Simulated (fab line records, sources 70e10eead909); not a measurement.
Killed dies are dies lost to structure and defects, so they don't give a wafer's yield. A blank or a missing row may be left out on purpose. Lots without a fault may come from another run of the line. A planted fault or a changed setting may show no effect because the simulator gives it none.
fab line records | flow nand_harc
record lots=5 wafers=15 last_day=32
route steps=1302 shown A_CHANNEL_FILL_D1@492 A_DECK1_JOINT@518 END@1301
lots that met no fault: from a run of the same line without faults
start_h: hours from the record's first day to the start of the lot's first wafer shown | wait_h: hours since the lot's step before | " the same as in the row above | L1.1+2: a row that stands for several wafers | - no value, or no start given | * or withheld: withheld | < > ~ a bound
route shown NAME@n: a module of which the file shows steps, and the number in the route of the first | usual: mean/standard deviation of fault-free wafers | same: alike in all rows | chamber/n: place in a boat | sites: the reading at each site | _std_site: their standard deviation | _edge_site: outer sites' mean less inner sites' | radius_mm: how far each site lies from the wafer's centre | mask NAME#n: copy n | behind: the tool/chamber that last shaped the wafer | hold: why the lot was held/for how many hours/how that ended | device: the transistor (n, p or np) that didn't switch | end of line: the same wafers' tests at the end of the route | a step without rows: its recipe alone | killed: dies lost to structure and defects at the first sort, not the wafer's yield | map: a wafer's dies, x killed, . not, _ none there
set.NAME: the setting as run; set.NAME@STEP: as run at that earlier step | model.NAME: the simulator's own value behind a step, which no gauge read
lots at some steps of the route; a table a step, a row a wafer
services: from which hour (start_h, from the record's first day; less than 0 if before it) a tool's chamber was out of use, for how many hours, and why
## steps
# step NHARC_A_CHANNEL_FILL_D1_ALD_02
# recipe target_thk_a=60 pulse_time_s=10 ald_cycles=60 temp_c=300 material=SiO2
# step NHARC_A_CHANNEL_FILL_D1_ALD_03
# recipe target_thk_a=60 pulse_time_s=60 ald_cycles=58 temp_c=630 pressure_torr=2 material=SiNx
# usual precursor_pulse_height_rel=1.001/0.018 susceptor_temp_C=630.0/0.31
# columns lot.wafer tool chamber start_h wait_h precursor_pulse_height_rel susceptor_temp_C
L658.1 ald_sin_batch-03 0 - - 1.011 630.4
L658.2 " 0 " " 1.013 630.5
L658.6 " 0 " " 1.008 630.1
L662.3 ald_sin_batch-02 0 - - 0.994 630.7
L662.5 " 0 " " 1.025 629.9
L662.6 " 0 " " 1.010 630.1
L672.2 ald_sin_batch-01 0 - - 1.039 629.7
L672.5 " 0 " " 1.011 629.4
L672.6 " 0 " " 1.023 629.9
L673.1 ald_sin_batch-01 0 - - 0.955 630.5
L673.2 " 0 " " 0.971 630.0
L673.4 " 0 " " 1.016 630.1
L678.1 ald_sin_batch-01 0 - - 1.021 629.7
L678.3 " 0 " " 0.979 629.8
L678.5 " 0 " " 1.012 629.8
# step NHARC_A_CHANNEL_FILL_D1_ALD_14
# recipe target_thk_a=25 pulse_time_s=10 ald_cycles=25 temp_c=300 material=SiO2
# step NHARC_A_CHANNEL_FILL_D1_ALD_15
# recipe target_thk_a=20 pulse_time_s=60 ald_cycles=19 temp_c=630 pressure_torr=2 material=SiNx
# usual precursor_pulse_height_rel=1.001/0.02 susceptor_temp_C=629.93/0.3
# columns lot.wafer tool chamber start_h wait_h precursor_pulse_height_rel susceptor_temp_C
L658.1 ald_sin_batch-02 0 - - 1.011 629.91
L658.2 " 0 " " 1.024 629.44
L658.6 " 0 " " 0.992 629.35
L662.3 ald_sin_batch-03 0 - - 1.016 629.92
L662.5 " 0 " " 1.003 630.31
L662.6 " 0 " " 1.030 630.16
L672.2 ald_sin_batch-02 0 - - 0.995 630.24
L672.5 " 0 " " 1.012 630.55
L672.6 " 0 " " 1.032 630.21
L673.1 ald_sin_batch-03 0 - - 1.001 630.39
L673.2 " 0 " " 0.991 630.22
L673.4 " 0 " " 1.030 630.35
L678.1 ald_sin_batch-03 0 - - 1.014 629.82
L678.3 " 0 " " 0.973 629.63
L678.5 " 0 " " 1.024 629.84
# step NHARC_A_CHANNEL_FILL_D1_ALD_16
# recipe target_thk_a=15 pulse_time_s=10 ald_cycles=15 temp_c=300 material=SiO2
# step NHARC_A_CHANNEL_FILL_D1_ANNEAL_17
# recipe temp_c=850 time_s=1800
# step NHARC_A_CHANNEL_FILL_D1_CVD_18
# recipe target_thk_a=30 temp_c=550 material=poly-Si
# step NHARC_A_CHANNEL_FILL_D1_ETCHBACK_19
# recipe target_depth_a=50 time_s=1.7 hbr_flow_sccm=150 cl2_flow_sccm=50 rf_w=400 icp_w=400 bias_w=100 chemistry=HBr/Cl2
# step NHARC_A_CHANNEL_FILL_D1_ETCHBACK_20
# recipe target_depth_a=270 time_s=13.5 c4f8_flow_sccm=withheld o2_flow_sccm=8 ar_flow_sccm=withheld rf_w=600 bias_w=1500 chemistry=C4F8/O2/Ar
# step NHARC_A_CHANNEL_FILL_D1_STRIP_28
# recipe time_s=20 o2_flow_sccm=500 ar_flow_sccm=0 bias_w=0 chemistry=O2
# step NHARC_A_CHANNEL_FILL_D1_PRECLEAN_21
# recipe time_s=30 chemistry=dHF
# step NHARC_A_CHANNEL_FILL_D1_SRD_23
# step NHARC_A_CHANNEL_FILL_D1_CVD_05
# recipe target_thk_a=50 temp_c=550 material=poly-Si
# usual spike_tc_bottom_C=571.8/2.3 spike_tc_centre_C=550.0/1 spike_tc_lower_C=550.1/0.99 spike_tc_top_C=575.0/2.1 spike_tc_upper_C=549.3/1.2 tube_center_temp_C=549.99/0.055
# columns lot.wafer tool chamber start_h wait_h spike_tc_bottom_C spike_tc_centre_C spike_tc_lower_C spike_tc_top_C spike_tc_upper_C tube_center_temp_C
L658.1 lpcvd_poly-03 0 223.57 2.3 567.9 548.2 552.2 576.7 548.7 549.99
L658.2 " 0 " " 564.3 550.7 549.0 576.8 548.4 549.99
L658.6 " 0 " " 566.5 549.6 549.9 576.5 548.2 549.93
L662.3 lpcvd_poly-02 0 276.97 2.5 588.9 563.6 567.6 592.9 566.4 566.3
L662.5 " 0 " " 588.0 567.9 565.8 590.6 566.6 566.24
L662.6 " 0 " " 586.9 567.4 566.2 591.4 567.0 566.28
L672.2 lpcvd_poly-02 0 369.33 2.4 573.2 549.0 550.2 576.8 550.8 549.95
L672.5 " 0 " " 574.2 551.2 550.4 575.7 549.8 549.91
L672.6 " 0 " " 573.6 548.7 551.6 574.4 551.4 550.04
L673.1 lpcvd_poly-01 0 373.23 2.3 573.0 550.1 548.5 573.1 550.0 550.08
L673.2 " 0 " " 573.4 550.0 548.3 574.4 547.9 550
L673.4 " 0 " " 573.6 548.1 552.0 570.6 550.6 550.06
L678.1 lpcvd_poly-02 0 422.31 2.4 572.5 550.5 549.8 577.8 551.5 550.01
L678.3 " 0 " " 573.1 549.0 552.9 577.0 550.2 549.97
L678.5 " 0 " " 573.3 549.5 550.7 576.7 550.0 550.02
# step NHARC_A_CHANNEL_FILL_D1_ANNEAL_22
# recipe temp_c=620 time_s=7200
# step NHARC_A_CHANNEL_FILL_D1_ALD_25
# recipe target_thk_a=600 pulse_time_s=10 ald_cycles=600 temp_c=300 material=SiOx
# usual heater_power_w=474/53 precursor_pulse_height_rel=1.001/0.021 susceptor_temp_C=299.99/0.19
# columns lot.wafer tool chamber start_h wait_h heater_power_w precursor_pulse_height_rel susceptor_temp_C
L658.1 ald_hk-01 0 232.92 0.1 464 1.041 300.01
L658.2 " 2 234.16 1.3 453 1.034 299.82
L658.6 " 0 235.40 2.5 480 1.040 300.30
L662.3 ald_hk-01 1 286.22 0.1 476 0.995 299.88
L662.6 " 1 288.69 2.5 492 0.962 299.79
L662.5 " 2 " " 456 1.013 300.36
L672.2 ald_hk-03 0 379.39 0.7 402 0.985 299.59
L672.6 " 3 381.21 2.5 407 0.982 300.23
L672.5 " 0 " " 405 1.028 299.49
L673.2 ald_hk-02 3 382.49 0.1 479 1.001 299.82
L673.1 " 0 " " 451 0.976 300.06
L673.4 " 2 384.36 1.9 604 1.006 300.16
L678.3 ald_hk-01 2 435.21 0.7 429 1.005 299.83
L678.1 " 3 " " 515 1.033 300.23
L678.5 " 1 437.04 2.5 465 0.976 300.10
# step NHARC_A_CHANNEL_FILL_D1_ETCHBACK_08
# recipe target_depth_a=2200 time_s=110 c4f8_flow_sccm=20 ar_flow_sccm=withheld rf_w=600 bias_w=300 chemistry=C4F8
# step NHARC_A_CHANNEL_FILL_D1_STRIP_29
# recipe time_s=20 o2_flow_sccm=500 ar_flow_sccm=0 bias_w=0 chemistry=O2
# step NHARC_A_CHANNEL_FILL_D1_PRECLEAN_30
# recipe time_s=30 chemistry=dHF
# step NHARC_A_CHANNEL_FILL_D1_SRD_31
# step NHARC_A_CHANNEL_FILL_D1_CVD_09
# recipe target_thk_a=1500 temp_c=620 pressure_mtorr=200 time_s=3000 material=poly-Si
# step NHARC_A_CHANNEL_FILL_D1_CMP_10
# recipe target_thk_nm=150
# usual motor_current_A=12.4/0.84 time_to_endpoint_s=15.0/2.2
# columns lot.wafer tool chamber start_h wait_h motor_current_A time_to_endpoint_s
L658.1 cmp-02 3 245.24 0.4 11.9 14.5
L658.2 " 2 " " 13.3 13.2
L658.6 " 3 " " 11.6 15.0
L662.3 cmp-03 2 297.64 0.4 12.2 18.6
L662.5 " 0 " " 12.5 15.9
L662.6 " 1 " " 12.8 17.8
L672.2 cmp-02 2 390.14 0.4 13.7 12.6
L672.5 " 1 " " 13.4 14.8
L672.6 " 2 " " 13.1 14.2
L673.4 cmp-02 2 394.92 0.4 13.0 13.7
L673.2 " 3 " " 10.9 16.6
L673.1 " 0 " " 13.6 14.1
L678.1 cmp-01 3 446.12 0.4 10.6 9.9
L678.3 " 1 " " 13.0 11.8
L678.5 " 3 " " 10.8 11.8
# step NHARC_A_CHANNEL_FILL_D1_SRD_12
# step NHARC_A_CHANNEL_FILL_D1_INSPECT_13
# usual raw_defect_count=325/150
# columns lot.wafer tool chamber start_h wait_h raw_defect_count
L658.1 defect_inspect-02 - 245.66 0.0 235
L658.2 " - " " 337
L658.6 " - " " 424
L662.3 defect_inspect-01 - 298.00 0.0 141
L662.5 " - " " 136
L662.6 " - " " 210
L672.2 defect_inspect-02 - 390.53 0.0 283
L672.5 " - " " 253
L672.6 " - " " 185
L673.1 defect_inspect-01 - 395.30 0.0 570
L673.2 " - " " 481
L673.4 " - " " 278
L678.1 defect_inspect-01 - 446.51 0.0 226
L678.3 " - " " 306
L678.5 " - " " 166
# step NHARC_A_DECK1_JOINT_ETCHBACK_07
# recipe target_depth_a=1050 time_s=26.9 hbr_flow_sccm=150 rf_w=350 icp_w=350 bias_w=60 chemistry=HBr
# usual drypump_motor_current_A=6.0/0.44 hbr_flow_sccm=150.0/0.5 oes_product_au=1.000/0.0066 throttle_valve_pct=23.265/0.0092
# columns lot.wafer tool chamber start_h wait_h drypump_motor_current_A hbr_flow_sccm oes_product_au rf_hours_counter_h throttle_valve_pct
L658.1 rie_si-02 0 245.73 0.1 5.6 149.8 1.013 0.9 23.271
L658.2 " 2 " " 6.2 150.8 0.994 0.7 23.264
L658.6 " 3 " " 5.9 149.7 0.999 - 23.274
L662.3 rie_si-02 1 298.06 0.1 5.5 150.1 0.992 0.1 23.266
L662.5 " 1 " " 5.5 150.2 1.003 - 23.267
L662.6 " 2 " " 6.1 150.1 0.998 - 23.266
L672.2 rie_si-02 2 390.59 0.1 6.1 149.8 0.992 0.7 23.250
L672.6 " 3 " " 5.9 149.9 0.989 - 23.278
L672.5 " 0 " " 5.7 150.5 1.008 - 23.254
L673.1 rie_si-02 0 395.37 0.1 5.6 149.7 1.004 0.7 23.259
L673.2 " 3 " " 5.9 150.0 0.992 0.7 23.260
L673.4 " 2 " " 6.2 149.3 0.998 - 23.257
L678.1 rie_si-02 0 446.57 0.1 5.6 150.1 0.994 1.0 23.258
L678.3 " 2 " " 6.1 150.0 0.997 1.1 23.278
L678.5 " 1 " " 5.5 150.6 1.001 - 23.259
# step NHARC_A_DECK1_JOINT_ETCH_25
# recipe target_depth_a=5 chemistry=dHF material=SiO2
# step NHARC_A_DECK1_JOINT_ETCH_19
# recipe temp_c=25 target_depth_a=30 chemistry=TMAH material=poly-Si
# step NHARC_A_DECK1_JOINT_ETCH_18
# recipe target_depth_a=30 chemistry=dHF material=SiO2
# step NHARC_A_DECK1_JOINT_WET_08
# recipe temp_c=160 time_s=86 chemistry=H3PO4
# step NHARC_A_DECK1_JOINT_ETCH_09
# recipe target_depth_a=50 chemistry=dHF material=SiO2
# step NHARC_A_DECK1_JOINT_WET_10
# recipe temp_c=160 time_s=86 chemistry=H3PO4
# step NHARC_A_DECK1_JOINT_ETCH_11
# recipe target_depth_a=350 chemistry=dHF material=SiO2
# step NHARC_A_DECK1_JOINT_CVD_12
# recipe target_thk_a=900 temp_c=620 pressure_mtorr=200 time_s=1800 material=poly-Si
# step NHARC_A_DECK1_JOINT_CMP_13
# recipe target_thk_nm=51.023
# step NHARC_A_DECK1_JOINT_THK_MEAS_14
# recipe thk_meas_gauge=ellipsometry
# usual thk_nm=51.2/1.4
# columns lot.wafer tool chamber start_h wait_h thk_nm
L658.1 film_metro-02 - 259.80 0.2 52.2
L658.2 " - " " 50.7
L658.6 " - " " 50.0
L662.3 film_metro-02 - 308.41 0.2 53.9
L662.5 " - " " 53.1
L662.6 " - " " 51.3
L672.2 film_metro-01 - 401.19 0.2 50.9
L672.5 " - " " 51.7
L672.6 " - " " 52.1
L673.1 film_metro-02 - 405.94 0.2 51.3
L673.2 " - " " 50.9
L673.4 " - " " 52.5
L678.1 film_metro-01 - 457.11 0.2 53.4
L678.3 " - " " 52.6
L678.5 " - " " 52.6
# step NHARC_A_DECK1_JOINT_SRD_04
# step NHARC_A_DECK1_JOINT_ETCHBACK_00
# recipe target_depth_a=300 time_s=17.4 hbr_flow_sccm=150 rf_w=350 icp_w=350 bias_w=60 chemistry=HBr
# step NHARC_A_DECK1_JOINT_PRECLEAN_30
# recipe time_s=* temp_c=50 bath_age_min=0 chemistry=SC1
# step NHARC_A_DECK1_JOINT_SRD_31
# step NHARC_A_DECK1_JOINT_CVD_34
# recipe target_thk_a=200 temp_c=700 pressure_mtorr=300 material=SiNx
# step NHARC_END_WLT_00
# usual VT_DECK1_BOTTOM=0.867/0.0081 VT_DECK1_BOTTOM_INNER=0.868/0.008 VT_DECK1_MEDIAN_NEAR_BOTTOM=0.868/0.0083 VT_DECK1_MEDIAN_NEAR_BOTTOM_INNER=0.868/0.0082 VT_DECK1_MIDDLE=0.879/0.0077 VT_DECK1_MIDDLE_INNER=0.881/0.0077 VT_DECK1_TOP=0.891/0.008 VT_DECK1_TOP_INNER=0.891/0.0079 VT_DECK2_BOTTOM=0.870/0.0072 VT_DECK2_BOTTOM_INNER=0.870/0.0071 VT_DECK2_MEDIAN_NEAR_BOTTOM=0.871/0.0079 VT_DECK2_MEDIAN_NEAR_BOTTOM_INNER=0.872/0.0073 VT_DECK2_MIDDLE=0.883/0.0071 VT_DECK2_MIDDLE_INNER=0.883/0.0077 VT_DECK2_TOP=0.896/0.0077 VT_DECK2_TOP_INNER=0.894/0.0074
# columns lot.wafer tool chamber start_h wait_h VT_DECK1_BOTTOM VT_DECK1_BOTTOM_INNER VT_DECK1_MEDIAN_NEAR_BOTTOM VT_DECK1_MEDIAN_NEAR_BOTTOM_INNER VT_DECK1_MIDDLE VT_DECK1_MIDDLE_INNER VT_DECK1_TOP VT_DECK1_TOP_INNER VT_DECK2_BOTTOM VT_DECK2_BOTTOM_INNER VT_DECK2_MEDIAN_NEAR_BOTTOM VT_DECK2_MEDIAN_NEAR_BOTTOM_INNER VT_DECK2_MIDDLE VT_DECK2_MIDDLE_INNER VT_DECK2_TOP VT_DECK2_TOP_INNER
L658.1 prober-02 - 592.67 12.1 0.868 0.873 0.880 0.877 0.882 0.882 0.891 0.895 0.867 0.866 0.863 0.871 0.880 0.873 0.897 0.887
L658.2 " - " " 0.857 0.863 0.870 0.862 0.875 0.880 0.897 0.890 0.868 0.865 0.863 0.872 0.880 0.879 0.883 0.891
L658.6 " - 595.14 14.5 0.875 0.873 0.870 0.876 0.883 0.883 0.895 0.898 0.860 0.868 0.863 0.866 0.876 0.876 0.885 0.890
L662.3 prober-01 - 663.37 8.8 0.953 0.958 0.955 0.959 0.968 0.973 0.995 0.995 0.865 0.855 0.860 0.852 0.861 0.874 0.888 0.882
L662.5 " - 664.37 9.8 0.953 0.956 0.960 0.964 0.966 0.976 0.991 0.986 0.865 0.865 0.859 0.864 0.875 0.877 0.889 0.883
L662.6 " - " " 0.961 0.960 0.965 0.956 0.981 0.979 0.993 0.998 0.864 0.869 0.860 0.855 0.872 0.872 0.883 0.892
L673.1 prober-01 - 709.36 4.8 0.883 0.874 0.870 0.875 0.888 0.892 0.905 0.898 0.860 0.864 0.866 0.861 0.879 0.873 0.884 0.880
L673.2 " - " " 0.873 0.876 0.872 0.881 0.885 0.884 0.899 0.896 0.867 0.869 0.870 0.871 0.881 0.872 0.891 0.886
L673.4 " - 710.85 6.3 0.867 0.873 0.874 0.870 0.892 0.891 0.896 0.909 0.859 0.859 0.859 0.862 0.879 0.870 0.892 0.898
L672.2 prober-02 - 709.87 5.3 0.870 0.875 0.877 0.877 0.880 0.883 0.897 0.899 0.882 0.888 0.890 0.890 0.894 0.906 0.910 0.918
L672.5 " - 711.37 6.8 0.866 0.878 0.867 0.870 0.885 0.881 0.891 0.886 0.885 0.882 0.885 0.884 0.891 0.898 0.912 0.901
L672.6 " - " " 0.873 0.873 0.865 0.875 0.888 0.889 0.880 0.890 0.883 0.892 0.883 0.888 0.899 0.898 0.913 0.907
L678.1 prober-02 - 772.86 0.1 0.872 0.876 0.871 0.871 0.879 0.889 0.900 0.905 0.858 0.858 0.861 0.859 0.874 0.869 0.890 0.894
L678.3 " - 773.86 1.1 0.880 0.882 0.881 0.873 0.890 0.890 0.899 0.905 0.860 0.867 0.861 0.862 0.869 0.878 0.891 0.886
L678.5 " - 774.86 2.1 0.874 0.874 0.880 0.875 0.890 0.896 0.906 0.896 0.858 0.874 0.872 0.870 0.881 0.873 0.889 0.881
# step NHARC_END_SORT_01
# recipe temp_c=25
# usual killed_at_array=57/24 killed_at_other=0.7/0.94 killed_at_periphery=3.8/2.5 killed_dies=62/23 killed_open=3.1/1.8 killed_short=2.5/1.6
# same gross_dies=677
# columns lot.wafer tool chamber start_h wait_h killed_at_array killed_at_other killed_at_periphery killed_dies killed_open killed_short
L658.1 prober-02 0 595.63 2.5 54 0 6 60 8 1
L658.2 prober-02 0 596.44 2.8 52 1 2 55 3 3
L658.6 prober-02 0 599.68 4.1 56 1 7 64 4 6
L662.3 prober-01 0 666.95 3.1 46 1 5 52 7 2
L662.5 prober-01 0 668.53 3.7 36 0 3 39 3 1
L662.6 prober-01 0 669.32 3.9 58 0 8 66 4 4
L672.2 prober-02 0 713.18 2.8 31 0 4 35 1 5
L672.5 prober-02 0 715.61 3.7 32 1 8 41 8 2
L672.6 prober-02 0 716.42 4.1 32 3 5 40 5 4
L678.1 prober-02 0 775.86 2.5 35 0 5 40 3 4
L678.3 prober-02 0 777.46 3.1 47 0 6 53 3 4
L678.5 prober-02 0 779.06 3.7 41 0 9 50 3 3
# killed by level:class
L658.1 A_CHANNEL_HOLE_D1:chamber_film_flake=31 A_CHANNEL_HOLE_D2:chamber_film_flake=11 P_ZERO_WELL:chamber_film_flake=3 A_STAIRCASE:chamber_film_flake=3 A_CHANNEL_FILL_D2:geometric_particle:open=2 A_M0:geometric_particle:open=2 P_GATE:geometric_particle:open=1 P_CONTACT:geometric_particle:open=1
L658.2 A_CHANNEL_HOLE_D1:chamber_film_flake=36 A_CHANNEL_HOLE_D2:chamber_film_flake=8 A_CHANNEL_FILL_D2:geometric_particle:open=2 A_ONON_D1:geometric_particle:open=1 A_CHANNEL_FILL_D1:geometric_particle:short=1 A_ONON_D2:geometric_particle:short=1 A_CHANNEL_FILL_D2:geometric_particle:short=1 P_ZERO_WELL:chamber_film_flake=1
L658.6 A_CHANNEL_HOLE_D1:chamber_film_flake=32 A_CHANNEL_HOLE_D2:chamber_film_flake=7 A_STAIRCASE:chamber_film_flake=5 A_CONTACT:chamber_film_flake=4 P_CONTACT:geometric_particle:open=2 A_DECK1_JOINT:geometric_particle:short=2 P_ZERO_WELL:chamber_film_flake=2 P_STI:chamber_film_flake=2
L662.3 A_CHANNEL_HOLE_D2:chamber_film_flake=29 A_CHANNEL_FILL_D2:chamber_film_flake=5 A_CHANNEL_HOLE_D1:chamber_film_flake=3 P_GATE:geometric_particle:open=2 P_CONTACT:geometric_particle:open=1 A_ONON_D1:geometric_particle:open=1 A_CHANNEL_FILL_D1:geometric_particle:open=1 A_ONON_D2:geometric_particle:short=1
L662.5 A_CHANNEL_HOLE_D2:chamber_film_flake=24 A_CHANNEL_HOLE_D1:chamber_film_flake=3 A_CHANNEL_FILL_D1:chamber_film_flake=2 A_DECK1_JOINT:chamber_film_flake=2 P_M0:geometric_particle:open=1 P_M0:geometric_particle:short=1 A_CHANNEL_FILL_D2:chamber_film_flake=1 A_CHANNEL_HOLE_D2:geometric_particle:open=1
L662.6 A_CHANNEL_HOLE_D2:chamber_film_flake=31 A_CHANNEL_HOLE_D1:chamber_film_flake=5 P_STI:chamber_film_flake=4 A_CHANNEL_FILL_D2:chamber_film_flake=4 P_ZERO_WELL:chamber_film_flake=2 A_ZERO_WELL:chamber_film_flake=2 A_DECK1_JOINT:chamber_film_flake=2 A_WL_FILL:chamber_film_flake=2
L672.2 A_CHANNEL_HOLE_D1:chamber_film_flake=10 A_SLIT:chamber_film_flake=6 A_CONTACT:chamber_film_flake=5 P_GATE:chamber_film_flake=2 P_M0:geometric_particle:short=1 A_ONON_D1:geometric_particle:open=1 A_CHANNEL_HOLE_D1:geometric_particle:short=1 A_CHANNEL_FILL_D1:geometric_particle:short=1
L672.5 A_CHANNEL_HOLE_D1:chamber_film_flake=9 P_GATE:chamber_film_flake=7 A_SLIT:chamber_film_flake=6 A_CONTACT:chamber_film_flake=5 P_M0:geometric_particle:short=1 A_ONON_D1:geometric_particle:open=1 A_CHANNEL_FILL_D1:geometric_particle:open=1 A_DECK1_JOINT:geometric_particle:open=1
L672.6 A_CHANNEL_HOLE_D1:chamber_film_flake=8 A_STAIRCASE:chamber_film_flake=7 A_CONTACT:chamber_film_flake=5 P_GATE:chamber_film_flake=4 THIN_TSV:chamber_film_flake=3 A_WL_FILL:chamber_film_flake=2 P_M1:geometric_particle:open=1 A_SOURCE_PLATE:geometric_particle:short=1
L678.1 A_CHANNEL_HOLE_D1:chamber_film_flake=12 A_CONTACT:chamber_film_flake=7 P_M1:chamber_film_flake=5 A_SLIT:chamber_film_flake=5 A_CHANNEL_FILL_D2:chamber_film_flake=3 A_ONON_D1:geometric_particle:short=2 A_DECK1_JOINT:geometric_particle:open=1 A_SGD_CUT:geometric_particle:short=1
L678.3 A_CHANNEL_HOLE_D1:chamber_film_flake=19 A_SLIT:chamber_film_flake=9 A_CONTACT:chamber_film_flake=5 P_M1:chamber_film_flake=4 A_CHANNEL_FILL_D2:chamber_film_flake=3 A_ONON_D2:geometric_particle:short=2 P_GATE:chamber_film_flake=2 A_ONON_D1:geometric_particle:short=1
L678.5 A_CHANNEL_HOLE_D1:chamber_film_flake=13 A_SLIT:chamber_film_flake=10 A_CONTACT:chamber_film_flake=8 P_M1:chamber_film_flake=5 P_GATE:chamber_film_flake=2 A_CHANNEL_FILL_D2:chamber_film_flake=2 A_STAIRCASE:chamber_film_flake=2 P_M0:geometric_particle:short=1
## services
# columns tool chamber start_h hours kind
ald_hk-03 - 181.89 1.0 repair
cmp-01 - 187.07 4.0 pm
lpcvd_poly-03 - 200.07 5.3 repair
lpcvd_poly-02 - 203.38 2.5 repair
lpcvd_poly-02 - 207.32 26.0 pm
ald_hk-03 - 214.54 10.0 pm
cmp-02 - 232.59 4.0 pm
cmp-01 - 239.16 0.2 repair
lpcvd_poly-02 - 240.78 6.9 repair
cmp-03 - 249.12 6.3 repair
rie_si-02 1 260.14 2.7 repair
ald_sin_batch-02 - 266.00 26.0 pm
cmp-03 - 270.45 4.0 pm
rie_si-02 - 277.00 9.0 pm
ald_hk-03 - 281.88 0.9 repair
cmp-01 - 285.07 4.0 pm
cmp-02 - 285.74 1.3 repair
ald_hk-01 - 305.57 10.0 pm
rie_si-02 1 313.89 5.8 repair
cmp-02 - 326.53 19.9 repair
rie_si-02 1 340.75 3.9 repair
cmp-02 - 372.75 2.1 repair
rie_si-02 1 385.19 11.0 repair
cmp-02 - 444.38 4.0 pm
## key
first_sign step=NHARC_A_CHANNEL_FILL_D1_CVD_05 reading=tube_center_temp_C direction=up sigmas=99+ usual=* struck=*
effect step=NHARC_A_CHANNEL_FILL_D1_CVD_05 reading=spike_tc_lower_C direction=up sigmas=17 usual=550.1 struck=566.6
effect step=NHARC_END_WLT_00 reading=VT_DECK1_TOP_INNER direction=up sigmas=13 usual=0.891 struck=0.993
met_at NHARC_A_CHANNEL_FILL_D1_CVD_05
struck_wafers L662.3,L662.5,L662.6
tester_left_out L662
fault kind=process_parameter_drift tool=lpcvd_poly-02 chamber=- onset_h=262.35 steps=NHARC_P_GATE_CVD_17,NHARC_A_SOURCE_PLATE_CVD_03,NHARC_A_CHANNEL_FILL_D1_CVD_18,NHARC_A_CHANNEL_FILL_D1_CVD_05,NHARC_A_CHANNEL_FILL_D1_CVD_09,NHARC_A_DECK1_JOINT_CVD_12,NHARC_A_CHANNEL_FILL_D2_CVD_18,NHARC_A_CHANNEL_FILL_D2_CVD_05,+2 channel=temp_c offset=* shape=step end_h=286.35
# tester_left_out: of these lots the tester's yield and bins aren't shown, on N5 and GAA mostly nor the transistor test; their killed dies are dies lost to structure and defects alone, not to doping, threshold or leakage, so they don't give the yield
